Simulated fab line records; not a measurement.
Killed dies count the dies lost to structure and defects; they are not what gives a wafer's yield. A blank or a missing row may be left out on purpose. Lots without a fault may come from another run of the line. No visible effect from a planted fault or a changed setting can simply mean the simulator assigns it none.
Matching of chambers || flow nand_harc || 4 sister chambers for NHARC_A_WL_FILL_ALD_10 on ald_hk-01
The step deposits SiO2, target thk 50 nm, pulse time 10 s, ald cycles 500. 8 wafers are shown with their chamber, then 8 later ones without.

== WAFERS, EACH WITH ITS CHAMBER ==
{"wafer": "L079.2", "chamber": 3, "heater_power_outer_w (W)": 279, "heater_power_w (W)": 484}
{"wafer": "L082.4", "chamber": 1, "heater_power_outer_w (W)": 267, "heater_power_w (W)": 513}
{"wafer": "L084.1", "chamber": 3, "heater_power_outer_w (W)": 280, "heater_power_w (W)": 466}
{"wafer": "L084.4", "chamber": 0, "heater_power_outer_w (W)": 316, "heater_power_w (W)": 535}
{"wafer": "L086.1", "chamber": 2, "heater_power_outer_w (W)": 234, "heater_power_w (W)": 451}
{"wafer": "L086.2", "chamber": 0, "heater_power_outer_w (W)": 303, "heater_power_w (W)": 503}
{"wafer": "L086.3", "chamber": 1, "heater_power_outer_w (W)": 283, "heater_power_w (W)": 521}
{"wafer": "L090.2", "chamber": 2, "heater_power_outer_w (W)": 236, "heater_power_w (W)": 441}

== WAFERS WITH NO CHAMBER GIVEN ==
{"wafer": "L090.4", "heater_power_outer_w (W)": 266, "heater_power_w (W)": 431}
{"wafer": "L090.5", "heater_power_outer_w (W)": 279, "heater_power_w (W)": 502}
{"wafer": "L092.2", "heater_power_outer_w (W)": 275, "heater_power_w (W)": 520}
{"wafer": "L092.3", "heater_power_outer_w (W)": 293, "heater_power_w (W)": 511}
{"wafer": "L092.6", "heater_power_outer_w (W)": 278, "heater_power_w (W)": 451}
{"wafer": "L097.1", "heater_power_outer_w (W)": 284, "heater_power_w (W)": 518}
{"wafer": "L097.2", "heater_power_outer_w (W)": 241, "heater_power_w (W)": 452}
{"wafer": "L097.6", "heater_power_outer_w (W)": 279, "heater_power_w (W)": 516}

== WHICH CHAMBER EACH ONE RAN IN ==
{"wafer": "L090.4", "from the rows above": "can't be placed: 3 or 2", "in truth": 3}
{"wafer": "L090.5", "from the rows above": "can't be placed: 1 or 3", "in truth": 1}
{"wafer": "L092.2", "from the rows above": 1, "in truth": 1}
{"wafer": "L092.3", "from the rows above": "can't be placed: 0 or 1 or 3", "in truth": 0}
{"wafer": "L092.6", "from the rows above": 3, "in truth": 3}
{"wafer": "L097.1", "from the rows above": "can't be placed: 1 or 3", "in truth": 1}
{"wafer": "L097.2", "from the rows above": 2, "in truth": 2}
{"wafer": "L097.6", "from the rows above": 1, "in truth": 1}
4 of 8 placed correctly. Unplaceable from these rows: 4, with the true chamber sitting among the candidates in 4. 0 placed wrongly.
How it was worked out, from the rows above alone: a wafer's distance from a chamber is the root of the sum, over the readings, of the square of ((its reading less the chamber's mean) divided by the reading's scatter). If the next closest chamber is less than 2 further off than the closest, the wafer can't be placed; otherwise it belongs to the closest. A chamber's mean is the mean of its shown wafers. How the scatter is found: for the shown wafers, subtract from each reading the mean of its chamber, square and add these, divide the total by (wafers less chambers), then take the root.
